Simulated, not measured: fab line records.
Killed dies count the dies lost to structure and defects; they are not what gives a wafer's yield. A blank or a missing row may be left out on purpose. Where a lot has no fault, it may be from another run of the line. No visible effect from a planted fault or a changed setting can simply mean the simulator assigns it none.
Which tool did it? :: flow n5-finfet :: 36 wafers from 12 lots sampled at 4 of the route's 1938 steps

WHAT THE GAUGES SHOWED, per wafer
N5_BEOL_M5_INSPECT_13: inspects for defects (brightfield). Usual: raw-defect-count reads 386 (standard deviation 110).
lot: L921
measured: day 9 11:10
on: defect-inspect-01
raw-defect-count: 353 243 291
flag: 

lot: L920
measured: day 9 11:26
on: defect-inspect-02
raw-defect-count: 371 383 344
flag: 

lot: L925
measured: day 10 11:02
on: defect-inspect-02
raw-defect-count: 292 472 370
flag: 

lot: L926
measured: day 10 23:45
on: defect-inspect-01
raw-defect-count: 267 339 307
flag: 

lot: L928
measured: day 11 17:17
on: defect-inspect-01
raw-defect-count: 461 534 638
flag: 

lot: L929
measured: day 11 21:16
on: defect-inspect-01
raw-defect-count: 197 392 269
flag: 

lot: L931
measured: day 12 02:17
on: defect-inspect-02
raw-defect-count: 511 606 529
flag: 

lot: L932
measured: day 12 10:10
on: defect-inspect-01
raw-defect-count: 392 515 636
flag: 

lot: L935
measured: day 13 02:23
on: defect-inspect-01
raw-defect-count: 281 291 351
flag: 

lot: L937
measured: day 13 23:55
on: defect-inspect-01
raw-defect-count: 454 390 347
flag: 

lot: L939
measured: day 14 00:07
on: defect-inspect-01
raw-defect-count: 296 293 350
flag: 

lot: L941
measured: day 14 10:50
on: defect-inspect-02
raw-defect-count: 548 402 407
flag: 

N5_BEOL_M5_OVL_MEAS_29. Usual: V4_OVL gives 0.1 nm (standard deviation 0.79).
lot: L921
measured: day 9 14:44
on: overlay-02
V4_OVL (nm): 0.2 1.8 0.3
flag: 

lot: L920
measured: day 9 14:41
on: overlay-02
V4_OVL (nm): -0.7 -1.0 0.7
flag: 

lot: L925
measured: day 10 12:26
on: overlay-02
V4_OVL (nm): -1.1 0.6 0.4
flag: 

lot: L926
measured: day 11 01:48
on: overlay-01
V4_OVL (nm): 0.5 -0.8 1.1
flag: 

lot: L928
measured: day 11 19:38
on: overlay-02
V4_OVL (nm): 0.2 -0.7 0.1
flag: 

lot: L929
measured: day 12 00:43
on: overlay-01
V4_OVL (nm): 0.2 -1.5 -1.5
flag: 

lot: L931
measured: day 12 06:35
on: overlay-01
V4_OVL (nm): -0.4 0.3 -0.9
flag: 

lot: L932
measured: day 12 13:03
on: overlay-02
V4_OVL (nm): 0.6 0.4 -0.1
flag: 

lot: L935
measured: day 13 04:32
on: overlay-01
V4_OVL (nm): 0.8 0.3 1.5
flag: 

lot: L937
measured: day 14 03:29
on: overlay-02
V4_OVL (nm): -0.1 0.3 0.8
flag: 

lot: L939
measured: day 14 03:25
on: overlay-01
V4_OVL (nm): -0.1 -0.5 0.3
flag: 

lot: L941
measured: day 14 12:32
on: overlay-02
V4_OVL (nm): -0.3 0.0 0.4
flag: 

EACH LOT AND THE TOOL THAT RAN IT (in order: tool; ch and the chambers of the sampled wafers; start)
lot: L921
N5_BEOL_M5_ETCH_72: rie-diel-02 ch 0,1, day 9 11:14
N5_BEOL_M5_COAT_22: litho-track-04 ch 0, day 9 14:16

lot: L920
N5_BEOL_M5_ETCH_72: rie-diel-02 ch 0,1,2, day 9 11:30
N5_BEOL_M5_COAT_22: litho-track-01 ch 0, day 9 14:16

lot: L925
N5_BEOL_M5_ETCH_72: rie-diel-06 ch 1,3, day 10 11:07
N5_BEOL_M5_COAT_22: litho-track-01 ch 0, day 10 11:58

lot: L926
N5_BEOL_M5_ETCH_72: rie-diel-02 ch 2,3, day 11 00:02
N5_BEOL_M5_COAT_22: litho-track-03 ch 0, day 11 01:20

lot: L928
N5_BEOL_M5_ETCH_72: rie-diel-05 ch 1,3, day 11 17:25
N5_BEOL_M5_COAT_22: litho-track-04 ch 0, day 11 19:20

lot: L929
N5_BEOL_M5_ETCH_72: rie-diel-05 ch 1,2, day 11 21:29
N5_BEOL_M5_COAT_22: litho-track-03 ch 0, day 12 00:24

lot: L931
N5_BEOL_M5_ETCH_72: rie-diel-05 ch 0,2,3, day 12 02:21
N5_BEOL_M5_COAT_22: litho-track-03 ch 0, day 12 06:16

lot: L932
N5_BEOL_M5_ETCH_72: rie-diel-02 ch 0,2, day 12 10:14
N5_BEOL_M5_COAT_22: litho-track-03 ch 0, day 12 12:35

lot: L935
N5_BEOL_M5_ETCH_72: rie-diel-06 ch 0,2, day 13 02:28
N5_BEOL_M5_COAT_22: litho-track-03 ch 0, day 13 04:10

lot: L937
N5_BEOL_M5_ETCH_72: rie-diel-02 ch 0,2,3, day 14 00:30
N5_BEOL_M5_COAT_22: litho-track-04 ch 0, day 14 03:04

lot: L939
N5_BEOL_M5_ETCH_72: rie-diel-06 ch 1,3, day 14 00:51
N5_BEOL_M5_COAT_22: litho-track-01 ch 0, day 14 03:04

lot: L941
N5_BEOL_M5_ETCH_72: rie-diel-05 ch 0,1,3, day 14 10:58
N5_BEOL_M5_COAT_22: litho-track-04 ch 0, day 14 12:14
- N5_BEOL_M5_ETCH_72: etches underlayer in N2/H2, target depth 6.5 nm, time 5.2 s.
- N5_BEOL_M5_COAT_22: resist thk 30 nm.

AS READ BY THE TOOLS THEMSELVES (means over the sampled wafers that have a number; for cases with no such wafer, the mark the record gives instead)
N5_BEOL_M5_ETCH_72. Usual: drypump-motor-current-A is 5.7 A with standard deviation 0.35, etch-rf-on-time-s is 5.17 s with standard deviation 0.07, oes-product-au is 0.67 a.u. with standard deviation 0.069, rf-fwd-power-W is 819.1 W with standard deviation 2.4, rf-vpp-V is 523.9 V with standard deviation 3, showerhead-plenum-p-Torr is 2.54 Torr with standard deviation 0.098, and throttle-valve-pct is 17.87 % with standard deviation 0.26.
lot: L921
tool: rie-diel-02
drypump-motor-current-A (A): 5.7
etch-rf-on-time-s (s): 5.15
oes-product-au (a.u.): 0.62
rf-fwd-power-W (W): 820.4
rf-vpp-V (V): 525.7
showerhead-plenum-p-Torr (Torr): 2.63
throttle-valve-pct (%): 18.00
flag: 

lot: L920
tool: rie-diel-02
drypump-motor-current-A (A): 5.8
etch-rf-on-time-s (s): 5.20
oes-product-au (a.u.): 0.64
rf-fwd-power-W (W): 822.7
rf-vpp-V (V): 524.5
showerhead-plenum-p-Torr (Torr): 2.58
throttle-valve-pct (%): 17.92
flag: 

lot: L925
tool: rie-diel-06
drypump-motor-current-A (A): 5.8
etch-rf-on-time-s (s): 5.10
oes-product-au (a.u.): 0.70
rf-fwd-power-W (W): 818.3
rf-vpp-V (V): 522.8
showerhead-plenum-p-Torr (Torr): 2.46
throttle-valve-pct (%): 17.94
flag: 

lot: L926
tool: rie-diel-02
drypump-motor-current-A (A): 5.5
etch-rf-on-time-s (s): 5.21
oes-product-au (a.u.): 0.64
rf-fwd-power-W (W): 819.8
rf-vpp-V (V): 520.8
showerhead-plenum-p-Torr (Torr): 2.48
throttle-valve-pct (%): 17.80
flag: 

lot: L928
tool: rie-diel-05
drypump-motor-current-A (A): 5.3
etch-rf-on-time-s (s): 5.13
oes-product-au (a.u.): 0.74
rf-fwd-power-W (W): 820.0
rf-vpp-V (V): 522.2
showerhead-plenum-p-Torr (Torr): 2.48
throttle-valve-pct (%): 17.78
flag: 

lot: L929
tool: rie-diel-05
drypump-motor-current-A (A): 5.5
etch-rf-on-time-s (s): 5.13
oes-product-au (a.u.): 0.68
rf-fwd-power-W (W): 821.3
rf-vpp-V (V): 524.1
showerhead-plenum-p-Torr (Torr): 2.52
throttle-valve-pct (%): 17.72
flag: 

lot: L931
tool: rie-diel-05
drypump-motor-current-A (A): 6.0
etch-rf-on-time-s (s): 5.06
oes-product-au (a.u.): 0.66
rf-fwd-power-W (W): 818.2
rf-vpp-V (V): 524.5
showerhead-plenum-p-Torr (Torr): 2.54
throttle-valve-pct (%): 17.78
flag: 

lot: L932
tool: rie-diel-02
drypump-motor-current-A (A): 5.4
etch-rf-on-time-s (s): 5.05
oes-product-au (a.u.): 0.76
rf-fwd-power-W (W): 819.3
rf-vpp-V (V): 524.9
showerhead-plenum-p-Torr (Torr): 2.55
throttle-valve-pct (%): 17.56
flag: 

lot: L935
tool: rie-diel-06
drypump-motor-current-A (A): 5.8
etch-rf-on-time-s (s): 5.23
oes-product-au (a.u.): 0.65
rf-fwd-power-W (W): 820.0
rf-vpp-V (V): 524.0
showerhead-plenum-p-Torr (Torr): 2.58
throttle-valve-pct (%): 18.13
flag: 

lot: L937
tool: rie-diel-02
drypump-motor-current-A (A): 5.5
etch-rf-on-time-s (s): 5.24
oes-product-au (a.u.): 0.68
rf-fwd-power-W (W): 818.5
rf-vpp-V (V): 522.6
showerhead-plenum-p-Torr (Torr): 2.52
throttle-valve-pct (%): 17.76
flag: 

lot: L939
tool: rie-diel-06
drypump-motor-current-A (A): 5.5
etch-rf-on-time-s (s): 5.15
oes-product-au (a.u.): 0.71
rf-fwd-power-W (W): 817.8
rf-vpp-V (V): 525.1
showerhead-plenum-p-Torr (Torr): 2.57
throttle-valve-pct (%): 17.70
flag: 

lot: L941
tool: rie-diel-05
drypump-motor-current-A (A): 5.6
etch-rf-on-time-s (s): 5.11
oes-product-au (a.u.): 0.68
rf-fwd-power-W (W): 819.6
rf-vpp-V (V): 522.3
showerhead-plenum-p-Torr (Torr): 2.49
throttle-valve-pct (%): 17.87
flag: 

N5_BEOL_M5_COAT_22. Usual: spin-speed-rpm reads 1500.0 rpm (standard deviation 0.98).
lot: L921
tool: litho-track-04
spin-speed-rpm (rpm): 1500.5
flag: 

lot: L920
tool: litho-track-01
spin-speed-rpm (rpm): 1500.3
flag: 

lot: L925
tool: litho-track-01
spin-speed-rpm (rpm): 1499.5
flag: 

lot: L926
tool: litho-track-03
spin-speed-rpm (rpm): 1499.9
flag: 

lot: L928
tool: litho-track-04
spin-speed-rpm (rpm): 1501.0
flag: 

lot: L929
tool: litho-track-03
spin-speed-rpm (rpm): 1499.9
flag: 

lot: L931
tool: litho-track-03
spin-speed-rpm (rpm): 1500.2
flag: 

lot: L932
tool: litho-track-03
spin-speed-rpm (rpm): 1461.6
flag: OFF

lot: L935
tool: litho-track-03
spin-speed-rpm (rpm): 1461.1
flag: OFF

lot: L937
tool: litho-track-04
spin-speed-rpm (rpm): 1499.1
flag: 

lot: L939
tool: litho-track-01
spin-speed-rpm (rpm): 1499.5
flag: 

lot: L941
tool: litho-track-04
spin-speed-rpm (rpm): 1499.5
flag: 

THE ANSWER, worked out from the rows above alone
Rule: take the mean of a lot's wafers that have a number; if it is more than 3 standard deviations from the usual mean, the lot is off. A lot without any number at a reading at which 4 lots or more have one is off too. All remaining lots with rows at the step are treated as sound. First the gauges in route order, then the tools' own readings, where a lot's mean is used as printed above. The first step at which some lot is off is used, and at that step the reading that is off furthest; a lot without a number counts as furthest.
Off at N5_BEOL_M5_COAT_22 (spin-speed-rpm): L932, L935.
If a tool, at that step or one of the process steps before it, ran each lot that is off and ran no sound lot following the first of them, it fits. One fits: litho-track-03 at N5_BEOL_M5_COAT_22. Its last sound lot is L931 (day 12 06:16), its first lot that is off L932 (day 12 12:35): a fault that began between those two fits.
On the lots that are off, the tool's own readings at N5_BEOL_M5_COAT_22 differ by more than 5 times the standard deviation of the sound lots' means, which bears it out; spin-speed-rpm reads 1461.3 rpm there versus 1499.9 rpm on the sound lots.

WHAT HAD BEEN PUT IN BY THE SIMULATOR
Drift in process parameters on litho-track-03 at N5_BEOL_M5_COAT_22, starting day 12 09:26. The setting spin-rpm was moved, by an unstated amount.
Struck lots among those shown: L932, L935. Same finding as the rule above.
